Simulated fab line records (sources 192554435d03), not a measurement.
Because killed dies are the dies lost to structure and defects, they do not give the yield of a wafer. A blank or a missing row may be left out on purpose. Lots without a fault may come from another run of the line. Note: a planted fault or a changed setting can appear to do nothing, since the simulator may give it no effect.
Matching of chambers | flow n5Finfet | 4 sister chambers for N5_BEOL_M0_CUTY_ETCH_62 on rieDiel-04
The step etches SiARC in CF4, time 58.5 s. 7 wafers are shown with their chamber, then 7 later ones without.

## EACH WAFER AND ITS CHAMBER
wafer  | chamber | throttleValvePct (%) | drypumpMotorCurrentA (A)
L087.4 | 3       | 15.78                | 5.6
L088.5 | 0       | 15.64                | 5.5
L090.1 | 2       | 15.95                | 5.8
L090.2 | 1       | 15.39                | 6.1
L090.3 | 3       | 15.79                | 5.7
L092.1 | 0       | 15.65                | 5.5
L092.4 | 1       | 15.41                | 6.1

## WAFERS WHOSE CHAMBER IS MISSING
wafer  | throttleValvePct (%) | drypumpMotorCurrentA (A)
L092.6 | 15.94                | 5.8
L093.1 | 15.82                | 5.7
L093.3 | 15.41                | 6.1
L093.5 | 15.65                | 5.5
L097.2 | 15.45                | 6.1
L097.3 | 15.66                | 5.5
L097.6 | 15.83                | 5.7

## THE CHAMBER EACH PASSED THROUGH
wafer  | from the rows above | in truth
L092.6 | 2                   | 2
L093.1 | 3                   | 3
L093.3 | 1                   | 1
L093.5 | 0                   | 0
L097.2 | 1                   | 1
L097.3 | 0                   | 0
L097.6 | 3                   | 3
Correct placement for 7 of the 7. Left unplaced by these rows: 0. Wrongly placed: 0.
How it was worked out, from the rows above alone: a wafer's distance from a chamber is the root of the sum, over the readings, of the square of ((its reading less the chamber's mean) divided by the reading's scatter). If the next closest chamber is less than 2 further off than the closest, the wafer can't be placed; otherwise it belongs to the closest. The mean given for a chamber averages the wafers shown for that chamber. The scatter: the root of (the sum of the squares of (reading less its chamber's mean) over the shown wafers, divided by (wafers less chambers)).
